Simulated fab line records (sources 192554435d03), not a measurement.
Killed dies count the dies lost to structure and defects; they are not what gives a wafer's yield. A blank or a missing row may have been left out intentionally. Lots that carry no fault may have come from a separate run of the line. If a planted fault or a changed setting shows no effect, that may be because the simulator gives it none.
fab line records	flow n5Finfet
record lots=6	wafers=18	lastDay=18
route steps=1938 shown GATE_CUT@489 BEOL_M4@1111 PASSIVATION@1936
lots with no fault: from the same line, run without faults
startH: the number of hours between the record's first day and the start of the first shown wafer of the lot	waitH: how many hours have passed since the lot's step before this one	" repeats the value in the row above	L1.1+2: one row covering several wafers at once	- no value, or no start given	* or withheld: withheld	< > ~ a bound
route shown NAME@n: names a module that has steps shown in the file, with the first one's number in the route	usual: mean/standard deviation of fault-free wafers	same: alike in all rows	chamber/n: place in a boat	sites: each site's reading	_std_site: standard deviation across them	_edge_site: inner sites' mean taken away from outer sites' mean	radiusMm: how far each site lies from the wafer's centre	mask NAME#n: copy n	behind: the most recent tool/chamber to have shaped the wafer	hold: what put the lot on hold/how long, in hours/how the hold closed	device: names the non-switching transistor (n, p or np)	end of line: the route-end tests of the same wafers	step lacking rows: just its recipe	killed: dies lost to structure and defects at the first sort, not the wafer's yield	map: a wafer's dies, marking killed ones x, the rest . and places with no die _
set.NAME: setting as actually run; set.NAME@STEP: the setting as run at that earlier step	model.NAME: the simulator's own value behind a step, which no gauge read
lots at selected steps of the route; one table per step, one row per wafer
services: the hour from which a tool's chamber was out of use, counted from the record's first day as startH (under 0 if before that day), plus the number of hours and why
## steps
# step N5_GATE_CUT_INSPECT_15
# recipe mode=adi	inspectInstrument=brightfield
# usual rawDefectCount=142/42
lot.wafer	tool	chamber	startH	waitH	rawDefectCount
L674.1	defectInspect-02	-	107.79	0.1	259
L674.2	"	-	"	"	228
L674.4	"	-	"	"	131
L677.2	defectInspect-01	-	128.48	0.0	109
L677.4	"	-	"	"	195
L677.5	"	-	"	"	146
L683.2	defectInspect-01	-	162.21	0.0	168
L683.3	"	-	"	"	139
L683.6	"	-	"	"	100
L684.2	defectInspect-01	-	169.84	0.0	168
L684.4	"	-	"	"	155
L684.5	"	-	"	"	153
L685.1	defectInspect-02	-	175.51	0.1	249
L685.2	"	-	"	"	162
L685.5	"	-	"	"	181
L692.1	defectInspect-01	-	217.31	0.1	141
L692.3	"	-	"	"	119
L692.5	"	-	"	"	85
# step N5_GATE_CUT_DESCUM_18
# recipe chemistry=O2	timeS=7	sourcePowerW=50	biasPowerW=20	pressureMtorr=20	rfFrequencyHz=2.712e+07	tempC=40	resist=CAR-EUV	o2FlowSccm=225
# usual drypumpMotorCurrentA=5.79/0.27	oesProductAu=0.79/0.085	rfVppV=243.6/1.3	showerheadPlenumPTorr=2.12/0.078	throttleValvePct=20.36/0.27
lot.wafer	tool	chamber	startH	waitH	drypumpMotorCurrentA	oesProductAu	rfHoursCounterH	rfVppV	showerheadPlenumPTorr	throttleValvePct
L674.1	rieDiel-05	0	107.82	0.0	5.62	0.69	235	244.8	2.14	20.13
L674.2	"	1	"	"	5.93	0.72	184	244.4	2.19	20.85
L674.4	"	0	"	"	5.61	0.70	-	243.7	2.14	20.14
L677.2	rieDiel-06	2	128.51	0.0	5.84	0.77	151	244.0	2.10	20.60
L677.4	"	0	"	"	6.10	0.73	194	242.0	2.06	20.40
L677.5	"	1	"	"	5.39	0.77	-	244.5	2.19	20.51
L683.2	rieDiel-03	3	162.24	0.0	5.45	0.81	113	242.1	2.02	20.50
L683.3	"	1	"	"	6.31	0.72	157	243.7	2.19	20.15
L683.6	"	0	"	"	5.63	0.93	-	242.7	2.16	20.32
L684.2	rieDiel-03	0	169.92	0.1	5.57	0.91	31	242.8	2.16	20.32
L684.4	"	1	"	"	6.33	0.72	160	245.2	2.19	20.13
L684.5	"	3	"	"	5.45	0.79	-	241.5	2.02	20.49
L685.1	rieDiel-03	2	175.74	0.2	5.70	0.90	45	244.8	2.22	20.03
L685.2	"	1	"	"	6.37	0.73	161	245.4	2.19	20.15
L685.5	"	3	"	"	5.46	0.79	-	242.1	2.02	20.51
L692.1	rieDiel-06	2	217.54	0.2	5.82	0.75	175	243.3	2.09	20.65
L692.3	"	3	"	"	5.85	0.85	66	242.2	2.02	19.98
L692.5	"	1	"	"	5.41	0.75	-	244.8	2.19	20.55
# step N5_GATE_CUT_ETCH_28
# recipe chemistry=N2/H2	target=underlayer	targetDepthA=130	maskMaterial=CAR-EUV	timeS=10.4	ionEnergyEv=200	pressureMtorr=30	sourceW=840	biasW=150	n2FlowSccm=200	h2FlowSccm=200	ends=cleared
# step N5_GATE_CUT_ETCH_36
# recipe chemistry=CF4	target=SiARC	targetDepthA=130	maskMaterial=CAR-EUV	timeS=21.7	ionEnergyEv=80	pressureMtorr=40	sourceW=545	biasW=36	Ar_flow_sccm=100	cf4FlowSccm=100	ends=cleared
# usual drypumpMotorCurrentA=5.79/0.27	etchRfOnTimeS=21.7/0.55	oesProductAu=0.67/0.074	rfFwdPowerW=531.7/2	rfVppV=184.3/1.2	showerheadPlenumPTorr=2.17/0.071	throttleValvePct=15.57/0.26
lot.wafer	tool	chamber	startH	waitH	drypumpMotorCurrentA	etchRfOnTimeS	oesProductAu	rfFwdPowerW	rfHoursCounterH	rfVppV	showerheadPlenumPTorr	throttleValvePct
L674.1	rieDiel-05	0	107.88	0.0	5.62	21.8	0.57	532.0	235	184.4	2.20	15.57
L674.2	"	1	"	"	5.91	21.6	0.61	529.0	184	186.1	2.22	15.89
L674.4	"	0	"	"	5.62	21.9	0.58	531.2	-	185.9	2.20	15.57
L677.2	rieDiel-06	2	128.57	0.0	5.86	21.0	0.66	532.1	151	183.6	2.14	15.75
L677.4	"	0	"	"	6.10	21.8	0.62	529.8	194	182.3	2.13	15.76
L677.5	"	1	"	"	5.40	21.2	0.67	531.1	-	186.1	2.22	15.63
L683.2	rieDiel-03	3	162.30	0.0	5.46	21.7	0.69	531.7	113	181.6	2.07	15.70
L683.3	"	1	"	"	6.35	22.9	0.61	538.7	157	186.8	2.22	15.29
L683.6	"	0	"	"	5.61	21.3	0.79	532.2	-	186.4	2.19	15.43
L684.2	rieDiel-03	0	169.98	0.0	5.64	21.4	0.77	532.6	31	184.8	2.19	15.42
L684.4	"	1	"	"	6.38	23.2	0.60	536.1	160	185.8	2.22	15.31
L684.5	"	3	"	"	5.45	21.9	0.68	528.4	-	182.3	2.07	15.67
L685.1	rieDiel-03	2	175.79	0.0	5.69	21.7	0.76	531.0	45	183.9	2.28	15.29
L685.2	"	1	"	"	6.35	23.3	0.61	536.3	161	185.2	2.21	15.30
L685.5	"	3	"	"	5.45	21.8	0.68	530.2	-	183.3	2.07	15.67
L692.1	rieDiel-06	2	217.59	0.0	5.82	21.1	0.64	532.1	175	182.6	2.13	15.78
L692.3	"	3	"	"	5.85	21.5	0.73	533.1	66	183.7	2.07	15.20
L692.5	"	1	"	"	5.42	21.3	0.65	532.5	-	183.6	2.22	15.68
# step N5_GATE_CUT_ETCH_37
# recipe chemistry=N2/H2	target=SOC	targetDepthA=600	overetchA=120	maskMaterial=SiARC	tempC=40	timeS=90	ionEnergyEv=200	pressureMtorr=30	sourceW=840	biasW=150	n2FlowSccm=200	h2FlowSccm=200
# step N5_GATE_CUT_STRIP_38
# recipe chemistry=N2/H2	tempC=40	n2FlowSccm=200	h2FlowSccm=200	rfFrequencyHz=6e+07
# step N5_GATE_CUT_STRIP_39
# recipe chemistry=N2/H2	tempC=40	n2FlowSccm=200	h2FlowSccm=200	rfFrequencyHz=6e+07
# step N5_GATE_CUT_HM_OPEN_40
# recipe chemistry=C4F6/O2	target=SiO2	maskMaterial=SiARC	targetDepthA=1390	timeS=85.1	ionEnergyEv=250	pressureMtorr=30	sourceW=345	biasW=185	Ar_flow_sccm=300	C4F6_flow_sccm=10	O2_flow_sccm=10	ends=cleared
# usual drypumpMotorCurrentA=5.80/0.27	etchRfOnTimeS=93.0/2	oesProductAu=0.71/0.077	rfVppV=668/9.9	showerheadPlenumPTorr=2.88/0.094	throttleValvePct=20.89/0.26
lot.wafer	tool	chamber	startH	waitH	drypumpMotorCurrentA	etchRfOnTimeS	oesProductAu	rfHoursCounterH	rfVppV	showerheadPlenumPTorr	throttleValvePct
L674.1	rieDiel-05	0	107.99	0.0	5.62	94.6	0.61	235	684	2.92	20.76
L674.2	"	1	"	"	5.90	90.9	0.65	184	667	2.96	21.28
L674.4	"	0	"	"	5.61	93.9	0.62	-	684	2.92	20.77
L677.2	rieDiel-06	2	128.68	0.0	5.85	89.1	0.70	151	679	2.84	21.03
L677.4	"	0	"	"	6.13	93.9	0.65	194	652	2.85	21.16
L677.5	"	1	"	"	5.42	92.0	0.70	-	665	2.94	20.86
L683.2	rieDiel-03	3	162.41	0.0	5.48	90.7	0.73	113	672	2.76	21.03
L683.3	"	1	"	"	6.31	94.8	0.65	157	668	2.96	20.59
L683.6	"	0	"	"	5.60	90.8	0.84	-	675	2.90	20.75
L684.2	rieDiel-03	0	170.09	0.0	5.60	91.5	0.82	31	674	2.90	20.74
L684.4	"	1	"	"	6.42	98.9	0.65	160	668	2.96	20.60
L684.5	"	3	"	"	5.46	94.3	0.73	-	672	2.76	21.04
L685.1	rieDiel-03	2	175.90	0.0	5.69	90.9	0.81	45	671	3.03	20.66
L685.2	"	1	"	"	6.30	95.7	0.64	161	667	2.96	20.58
L685.5	"	3	"	"	5.45	94.2	0.72	-	669	2.76	21.04
L692.1	rieDiel-06	2	217.70	0.0	5.83	90.9	0.67	175	678	2.82	21.07
L692.3	"	3	"	"	5.87	93.4	0.76	66	656	2.76	20.53
L692.5	"	1	"	"	5.42	96.5	0.68	-	665	2.93	20.89
# step N5_GATE_CUT_STRIP_41
# recipe chemistry=CF4	resist=SiARC	powerW=300	biasPowerW=75	pressureMtorr=50	cf4FlowSccm=150	rfFrequencyHz=6e+07
# step N5_GATE_CUT_STRIP_42
# recipe chemistry=O2	powerW=400	tempC=40	pressureMtorr=30	rfFrequencyHz=6e+07	biasPowerW=0	overashFraction=0.3	o2FlowSccm=225
# step N5_GATE_CUT_ETCH_19
# recipe chemistry=CH3F/O2	target=SiNx	maskMaterial=SiO2	targetDepthA=537	timeS=76.7	pressureMtorr=30	sourceW=395	biasW=73	Ar_flow_sccm=150	CH3F_flow_sccm=30	O2_flow_sccm=20	ionEnergyEv=120	ends=cleared
# step N5_GATE_CUT_CUT_ETCH_53
# recipe chemistry=SF6/Cl2	target=W	maskMaterial=SiO2	targetDepthA=792	pressureMtorr=8	icpW=900	biasW=80	SF6_flow_sccm=40	Cl2_flow_sccm=60	ends=cleared
# usual drypumpMotorCurrentA=5.9/0.31	etchRfOnTimeS=26.9/0.68	oesProductAu=0.65/0.11	rfFwdPowerW=880/4	throttleValvePct=28.98/0.25
lot.wafer	tool	chamber	startH	waitH	drypumpMotorCurrentA	etchRfOnTimeS	oesProductAu	rfFwdPowerW	rfHoursCounterH	throttleValvePct
L674.1	rieMetal-02	1	108.22	0.1	5.9	27.3	0.55	880	112	29.35
L674.2	"	0	"	"	6.2	27.7	0.53	876	127	28.91
L674.4	"	1	"	"	5.8	27.3	0.56	882	-	29.32
L677.2	rieMetal-02	0	128.91	0.1	6.2	27.5	0.53	878	129	28.91
L677.4	"	0	"	"	6.2	27.6	0.53	881	-	28.91
L677.5	"	1	"	"	5.8	27.2	0.56	883	-	29.33
L683.2	rieMetal-02	0	162.64	0.1	6.2	27.3	0.52	875	132	28.93
L683.3	"	1	"	"	5.9	27.6	0.55	878	-	29.33
L683.6	"	0	"	"	6.2	27.4	0.53	876	-	28.93
L684.2	rieMetal-02	0	170.32	0.1	6.2	27.8	0.52	875	133	28.91
L684.4	"	1	"	"	5.8	27.8	0.54	885	-	29.33
L684.5	"	1	"	"	5.9	27.9	0.54	884	-	29.33
L685.1	rieMetal-01	0	176.13	0.1	6.4	26.3	0.69	884	48	28.61
L685.2	"	1	"	"	5.7	26.5	0.71	877	38	29.10
L685.5	"	1	"	"	5.7	26.8	0.71	876	-	29.09
L692.1	rieMetal-01	0	217.93	0.1	6.3	26.5	0.68	888	53	28.61
L692.3	"	0	"	"	6.3	26.4	0.69	889	-	28.59
L692.5	"	0	"	"	6.3	26.4	0.69	889	-	28.60
# step N5_GATE_CUT_CUT_ETCH_54
# recipe chemistry=Cl2/BCl3	target=TiN	maskMaterial=SiO2	targetDepthA=967	pressureMtorr=10	icpW=1000	biasW=126	Cl2_flow_sccm=53.25	bcl3FlowSccm=21.75	Ar_flow_sccm=25	ends=cleared
# usual drypumpMotorCurrentA=5.9/0.31	etchRfOnTimeS=37.5/1	oesProductAu=0.65/0.11	rfFwdPowerW=982/5.9	throttleValvePct=22.29/0.18
lot.wafer	tool	chamber	startH	waitH	drypumpMotorCurrentA	etchRfOnTimeS	oesProductAu	rfFwdPowerW	rfHoursCounterH	throttleValvePct
L674.1	rieMetal-02	1	108.28	0.0	5.9	38.1	0.55	983	112	22.54
L674.2	"	0	"	"	6.2	38.5	0.54	979	127	22.27
L674.4	"	1	"	"	5.9	38.1	0.56	986	-	22.55
L677.2	rieMetal-02	0	128.97	0.0	6.2	38.5	0.53	978	129	22.28
L677.4	"	0	"	"	6.2	38.2	0.53	979	-	22.26
L677.5	"	1	"	"	5.9	38.0	0.55	984	-	22.56
L683.2	rieMetal-02	0	162.70	0.0	6.2	31.7	0.59	1214	132	22.17
L683.3	"	1	"	"	5.8	31.8	0.61	1223	-	22.45
L683.6	"	0	"	"	6.2	31.6	0.59	1221	-	22.17
L684.2	rieMetal-02	0	170.38	0.0	6.2	31.6	0.60	1211	133	22.17
L684.4	"	1	"	"	5.9	31.4	0.62	1218	-	22.45
L684.5	"	1	"	"	5.9	31.5	0.61	1219	-	22.44
L685.1	rieMetal-01	0	176.19	0.0	6.3	36.4	0.71	992	48	22.04
L685.2	"	1	"	"	5.7	37.1	0.71	979	38	22.35
L685.5	"	1	"	"	5.7	37.0	0.71	981	-	22.33
L692.1	rieMetal-01	0	217.99	0.0	6.3	36.3	0.70	988	53	22.02
L692.3	"	0	"	"	6.4	36.5	0.69	987	-	22.06
L692.5	"	0	"	"	6.3	36.5	0.69	989	-	22.05
# step N5_GATE_CUT_CUT_ETCH_55
# recipe chemistry=BCl3	target=HfO2	maskMaterial=SiO2	targetDepthA=32	ionEnergyEv=30	pressureMtorr=5	icpW=450	biasW=18	bcl3FlowSccm=80
# usual drypumpMotorCurrentA=5.9/0.32	oesProductAu=0.73/0.12	rfFwdPowerW=441.6/2.4	throttleValvePct=33.1/0.39
lot.wafer	tool	chamber	startH	waitH	drypumpMotorCurrentA	oesProductAu	rfFwdPowerW	rfHoursCounterH	throttleValvePct
L674.1	rieMetal-02	1	108.34	0.0	5.8	0.63	442.5	112	33.6
L674.2	"	0	"	"	6.2	0.60	441.6	127	32.9
L674.4	"	1	"	"	5.8	0.63	444.7	-	33.7
L677.2	rieMetal-02	0	129.03	0.0	6.2	0.60	437.7	129	32.9
L677.4	"	0	"	"	6.2	0.60	439.3	-	32.9
L677.5	"	1	"	"	5.8	0.63	444.4	-	33.7
L683.2	rieMetal-02	0	162.76	0.0	6.2	0.60	441.0	132	32.9
L683.3	"	1	"	"	5.8	0.62	440.4	-	33.7
L683.6	"	0	"	"	6.2	0.60	438.9	-	32.9
L684.2	rieMetal-02	0	170.44	0.0	6.2	0.60	441.2	133	32.9
L684.4	"	1	"	"	5.9	0.62	442.5	-	33.7
L684.5	"	1	"	"	5.9	0.62	441.7	-	33.7
L685.1	rieMetal-01	0	176.25	0.0	6.3	0.78	443.5	48	32.8
L685.2	"	1	"	"	5.7	0.79	437.6	38	33.4
L685.5	"	1	"	"	5.7	0.79	435.4	-	33.4
L692.1	rieMetal-01	0	218.05	0.0	6.3	0.77	443.6	53	32.8
L692.3	"	0	"	"	6.3	0.78	445.8	-	32.8
L692.5	"	0	"	"	6.4	0.76	446.5	-	32.8
# step N5_BEOL_M4_RC_MEAS_101
# usual DIBL_N=36.0/2	DIBL_P=36.2/2.2	IOFF_N=0.16/0.034	IOFF_P=0.21/0.04	ION_N=675/12	ION_P=463/7.2	SS_N=71.6/0.6	SS_P=73.3/0.67	VT_N=250/3	VT_P=-251/3.4
lot.wafer	tool	chamber	startH	waitH	DIBL_N[mV/V]	DIBL_P[mV/V]	IOFF_N[nA/um]	IOFF_P[nA/um]	ION_N[uA/um]	ION_P[uA/um]	SS_N[mV/dec]	SS_P[mV/dec]	VT_N[mV]	VT_P[mV]
L674.1	prober-02	0	198.04	0.0	36.6	36.0	0.16	0.19	676	453	71.6	73.0	251	-252
L674.2	"	0	"	"	38.2	39.2	0.20	0.22	701	466	72.3	73.4	247	-251
L674.4	"	0	"	"	38.3	38.1	0.19	0.21	691	465	72.0	73.6	247	-250
L677.2	prober-01	0	217.83	0.2	35.2	36.0	0.18	0.23	690	472	72.1	72.8	243	-248
L677.4	"	0	"	"	31.9	32.0	0.11	0.17	665	459	70.5	72.5	255	-253
L677.5	"	0	"	"	34.9	35.7	0.16	0.22	677	468	70.7	72.6	250	-247
L683.2	prober-01	0	249.96	0.2	36.4	38.3	0.19	0.25	688	469	72.0	73.2	247	-248
L683.3	"	0	"	"	35.9	37.2	0.17	0.23	676	468	71.1	72.7	250	-248
L683.6	"	0	"	"	35.6	37.1	0.17	0.23	680	470	71.5	73.5	247	-246
L685.1	prober-01	0	267.96	0.0	36.1	36.0	0.18	0.25	689	479	71.2	72.8	247	-245
L685.2	"	0	"	"	38.2	38.0	0.21	0.28	687	474	72.2	73.9	244	-247
L685.5	"	0	"	"	37.3	36.0	0.19	0.26	684	476	71.7	73.3	250	-246
L684.2	prober-02	0	269.01	0.2	33.2	33.3	0.11	0.18	672	471	71.9	72.3	255	-252
L684.4	"	0	"	"	33.6	34.0	0.11	0.18	659	464	70.6	72.9	254	-250
L684.5	"	0	"	"	34.7	34.8	0.13	0.19	663	464	71.6	73.6	253	-254
L692.1	prober-01	0	311.62	0.0	36.0	35.9	0.15	0.21	665	455	71.9	72.3	250	-250
L692.3	"	0	"	"	34.3	33.7	0.14	0.19	681	460	71.3	72.5	248	-248
L692.5	"	0	"	"	36.6	36.7	0.18	0.23	686	469	71.4	73.7	249	-247
# step N5_PASSIVATION_PROBE_49
# usual defectLimitedYield=91.5/1.5	killed_at_M0_to_M3=33/10	killed_at_M4_up=15/6.4	killedAtContacts=12/5.4	killedAtFrontEnd=38/9.8	killedAtOther=4/3.1	killedDies=101/18	killedOnRim=13/3.9	killedOpen=67/14	killedShort=33/7.9	sort_bin_5_function=5.0/1	sort_bin_6_memory=3.2/0.67	sortNPass=1079/18	sortYieldPct=91.5/1.5
# same grossDies=1180	killedAtBackSide=0	sort_bin_4_leakage[%]=0	sort_bin_8_speed[%]=0
lot.wafer	tool	chamber	startH	waitH	defectLimitedYield[%]	killed_at_M0_to_M3	killed_at_M4_up	killedAtContacts	killedAtFrontEnd	killedAtOther	killedDies	killedOnRim	killedOpen	killedShort	sort_bin_5_function[%]	sort_bin_6_memory[%]	sortNPass	sortYieldPct[%]
L674.1	prober-01	-	296.78	0.0	91.9	26	13	6	47	4	96	9	73	23	4.6	3.5	1084	91.9
L674.2	prober-01	-	296.83	0.1	92.5	38	5	9	35	2	89	12	59	30	3.6	3.5	1091	92.5
L674.4	prober-01	-	296.93	0.2	88.9	31	23	8	65	4	131	12	91	40	6.4	4.5	1049	88.9
L677.2	prober-02	-	330.87	0.1	90.1	40	26	6	42	3	117	18	82	29	6.3	3.2	1063	90.1
L677.4	prober-02	-	330.97	0.2	90.0	46	26	7	35	4	118	18	69	48	5.8	4.1	1062	90.0
L677.5	prober-02	-	331.02	0.2	88.0	57	32	15	37	1	142	21	102	40	8.0	3.6	1038	88.0
L683.2	prober-01	-	388.37	0.1	93.6	32	8	8	24	3	75	13	48	25	4.1	1.9	1105	93.6
L683.3	prober-01	-	388.42	0.1	94.1	24	9	4	29	4	70	6	52	15	3.6	2.1	1110	94.1
L683.6	prober-01	-	388.57	0.3	93.1	30	15	14	22	1	82	9	54	28	4.3	2.4	1098	93.1
L684.2	prober-02	-	389.02	0.1	91.4	30	14	13	39	5	101	15	63	37	4.7	3.6	1079	91.4
L684.4	prober-02	-	389.12	0.2	91.4	46	19	5	30	1	101	13	70	31	5.4	2.9	1079	91.4
L684.5	prober-02	-	389.17	0.2	88.0	55	30	8	48	1	142	20	94	47	7.7	3.9	1038	88.0
L685.1	prober-01	-	397.43	0.0	92.8	24	17	4	35	5	85	4	54	30	4.2	2.7	1095	92.8
L685.2	prober-01	-	397.48	0.1	93.5	23	22	3	26	3	77	11	52	24	3.5	3.1	1103	93.5
L685.5	prober-01	-	397.63	0.2	93.3	21	12	9	29	8	79	9	49	28	4.1	2.1	1101	93.3
L692.1	prober-02	-	424.32	0.0	92.5	24	12	7	46	0	89	12	64	24	5.0	2.3	1091	92.5
L692.3	prober-02	-	424.42	0.1	91.5	43	6	10	38	3	100	10	66	34	4.5	3.8	1080	91.5
L692.5	prober-02	-	424.52	0.2	92.8	16	10	11	47	1	85	10	57	27	4.0	3.1	1095	92.8
# killed by level:class
L674.1 STI_FIN_REVEAL:geometricParticle:open=19 BEOL_M4:geometricParticle:open=8 BEOL_M2:geometricParticle:open=7 BEOL_M1:geometricParticle:open=6 BEOL_M3:geometricParticle:open=6 STARTING-WAFER:geometricParticle:open=5 SPACER0:geometricParticle:open=4 MOL_CONTACT_COAG:geometricParticle:open=4
L674.2 BEOL_M1:geometricParticle:open=9 BEOL_M2:geometricParticle:open=9 FIN_SAQP:geometricParticle:short=7 STI_FIN_REVEAL:geometricParticle:open=7 BEOL_M0_SAQP:geometricParticle:short=7 MOL_CONTACT_COAG:geometricParticle:open=6 DUMMY_GATE:geometricParticle:open=5 BEOL_M0_SAQP:geometricParticle:open=5
L674.4 FIN_SAQP:geometricParticle:short=19 STI_FIN_REVEAL:geometricParticle:open=14 BEOL_M2:geometricParticle:open=10 BEOL_M4:geometricParticle:open=10 MOL_CONTACT_COAG:geometricParticle:open=7 BEOL_M0_SAQP:geometricParticle:open=7 BEOL_M3:geometricParticle:open=6 FIN_SAQP:geometricParticle:open=5
L677.2 BEOL_M3:geometricParticle:open=20 BEOL_M4:geometricParticle:open=15 FIN_SAQP:geometricParticle:open=10 BEOL_M0_SAQP:geometricParticle:short=8 FIN_SAQP:geometricParticle:short=7 MOL_CONTACT_COAG:geometricParticle:open=6 BEOL_M0_SAQP:geometricParticle:open=5 DUMMY_GATE:geometricParticle:open=4
L677.4 BEOL_M0_SAQP:geometricParticle:short=24 BEOL_M4:geometricParticle:open=14 FIN_SAQP:geometricParticle:short=12 STI_FIN_REVEAL:geometricParticle:open=10 BEOL_M0_SAQP:geometricParticle:open=8 MOL_CONTACT_COAG:geometricParticle:open=6 BEOL_M3:geometricParticle:open=6 FIN_SAQP:geometricParticle:open=5
L677.5 BEOL_M4:geometricParticle:open=18 BEOL_M0_SAQP:geometricParticle:open=16 MOL_CONTACT_COAG:geometricParticle:open=14 BEOL_M3:geometricParticle:open=14 BEOL_M0_SAQP:geometricParticle:short=10 BEOL_M1:geometricParticle:open=10 FIN_SAQP:geometricParticle:short=7 FIN_SAQP:geometricParticle:open=6
L683.2 BEOL_M3:geometricParticle:open=10 STI_FIN_REVEAL:geometricParticle:open=7 BEOL_M2:geometricParticle:open=7 FIN_SAQP:geometricParticle:short=5 MOL_CONTACT_COAG:geometricParticle:open=5 BEOL_M0_SAQP:geometricParticle:short=4 MOL_CONTACT_COAG:geometricParticle:short=3 BEOL_M0_SAQP:geometricParticle:open=3
L683.3 BEOL_M0_SAQP:geometricParticle:open=8 FIN_SAQP:geometricParticle:short=6 BEOL_M3:geometricParticle:open=6 FIN_SAQP:geometricParticle:open=5 ILD0:geometricParticle:open=5 MOL_CONTACT_COAG:geometricParticle:open=4 BEOL_M2:geometricParticle:open=4 BEOL_M4:geometricParticle:open=4
L683.6 MOL_CONTACT_COAG:geometricParticle:open=12 BEOL_M4:geometricParticle:open=11 BEOL_M3:geometricParticle:open=7 BEOL_M0_SAQP:geometricParticle:short=6 GATE_CUT:geometricParticle:short=5 BEOL_M0_SAQP:geometricParticle:open=5 ILD0:geometricParticle:open=4 BEOL_M1:geometricParticle:open=3
L684.2 MOL_CONTACT_COAG:geometricParticle:open=10 BEOL_M0_SAQP:geometricParticle:open=9 STI_FIN_REVEAL:geometricParticle:open=8 BEOL_M3:geometricParticle:open=8 BEOL_M4:geometricParticle:open=8 GATE_CUT:geometricParticle:short=6 BEOL_M4:geometricParticle:short=5 BEOL_M0_SAQP:geometricParticle:short=4
L684.4 BEOL_M2:geometricParticle:open=12 BEOL_M4:geometricParticle:open=12 BEOL_M0_SAQP:geometricParticle:short=11 BEOL_M3:geometricParticle:open=7 BEOL_M0_SAQP:geometricParticle:open=7 FIN_SAQP:geometricParticle:short=6 FIN_SAQP:geometricParticle:open=5 STI_FIN_REVEAL:geometricParticle:open=5
L684.5 FIN_SAQP:geometricParticle:open=13 FIN_SAQP:geometricParticle:short=13 BEOL_M2:geometricParticle:open=13 BEOL_M3:geometricParticle:open=13 BEOL_M4:geometricParticle:open=13 BEOL_M0_SAQP:geometricParticle:short=9 MOL_CONTACT_COAG:geometricParticle:open=7 BEOL_M5:geometricParticle:open=7
L685.1 BEOL_M0_SAQP:geometricParticle:short=10 FIN_SAQP:geometricParticle:open=8 STI_FIN_REVEAL:geometricParticle:open=7 BEOL_M5:geometricParticle:open=7 BEOL_M2:geometricParticle:open=6 FIN_SAQP:geometricParticle:short=5 BEOL_M1:geometricParticle:open=4 BEOL_M4:geometricParticle:open=3
L685.2 BEOL_M4:geometricParticle:open=12 BEOL_M0_SAQP:geometricParticle:open=9 FIN_SAQP:geometricParticle:short=6 STI_FIN_REVEAL:geometricParticle:open=6 BEOL_M3:geometricParticle:open=5 BEOL_M0_SAQP:geometricParticle:short=4 FIN_SAQP:geometricParticle:open=3 BEOL_M4:geometricParticle:short=3
L685.5 MOL_CONTACT_COAG:geometricParticle:open=9 GATE_CUT:geometricParticle:short=6 BEOL_M0_SAQP:geometricParticle:open=5 MIM_TOP_ETCH:geometricParticle:open=4 BEOL_M0_SAQP:geometricParticle:short=4 STARTING-WAFER:geometricParticle:short=4 FIN_SAQP:geometricParticle:short=3 BEOL_M1:geometricParticle:open=3
L692.1 FIN_SAQP:geometricParticle:short=10 BEOL_M3:geometricParticle:open=8 MOL_CONTACT_COAG:geometricParticle:open=7 FIN_SAQP:geometricParticle:open=5 STI_FIN_REVEAL:geometricParticle:open=5 DUMMY_GATE:geometricParticle:open=5 BEOL_M2:geometricParticle:open=5 BEOL_M4:geometricParticle:open=5
L692.3 BEOL_M1:geometricParticle:open=10 BEOL_M0_SAQP:geometricParticle:open=10 FIN_SAQP:geometricParticle:short=9 FIN_SAQP:geometricParticle:open=9 MOL_CONTACT_COAG:geometricParticle:open=9 BEOL_M0_SAQP:geometricParticle:short=8 BEOL_M3:geometricParticle:open=8 BEOL_M4:geometricParticle:open=5
L692.5 FIN_SAQP:geometricParticle:open=9 MOL_CONTACT_COAG:geometricParticle:open=8 STI_FIN_REVEAL:geometricParticle:open=6 DUMMY_GATE:geometricParticle:open=5 STARTING-WAFER:geometricParticle:open=5 FIN_SAQP:geometricParticle:short=4 MOL_CONTACT_COAG:geometricParticle:short=3 ILD0:geometricParticle:short=3
## services
tool	chamber	startH	hours	kind
rieDiel-05	3	85.04	-	clean
rieDiel-05	3	85.04	-	consumableReplace:focusRing
rieDiel-05	3	85.04	23.4	scheduledDown
rieDiel-05	3	85.04	23.4	ventCycle
rieDiel-06	0	85.75	15.1	repair
rieDiel-06	2	92.67	2.6	repair
rieDiel-03	2	120.54	4.1	repair
rieMetal-02	-	120.62	4.0	pm
rieDiel-05	0	154.46	-	clean
rieDiel-05	0	154.46	-	consumableReplace:focusRing
rieDiel-05	0	154.46	21.4	scheduledDown
rieDiel-05	0	154.46	21.4	ventCycle
rieDiel-03	-	157.42	0.6	repair
rieDiel-03	3	181.91	13.3	repair
rieMetal-02	0	182.77	-	clean
rieMetal-02	0	182.77	20.1	scheduledDown
rieMetal-02	0	182.77	20.1	ventCycle
rieDiel-05	3	199.25	6.7	repair
rieMetal-02	-	210.06	10.0	pm
rieDiel-05	-	215.61	0.7	repair
## key
firstSign step=N5_GATE_CUT_CUT_ETCH_54	reading=rfFwdPowerW	direction=up	sigmas=40	usual=*	struck=*
effect step=N5_GATE_CUT_CUT_ETCH_54	reading=etchRfOnTimeS	direction=down	sigmas=5.8	usual=*	struck=*
metAt N5_GATE_CUT_CUT_ETCH_54
struckWafers L683.2,L683.3,L683.6,L684.2,L684.4,L684.5
onsetBetween 128.97 162.70
fault kind=processParameterDrift	tool=rieMetal-02	chamber=-	onsetH=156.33	steps=N5_GATE_CUT_CUT_ETCH_54	channel=icpW	offset=240	shape=step	endH=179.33	actsIn=theseRecipesOnly	stated=1000
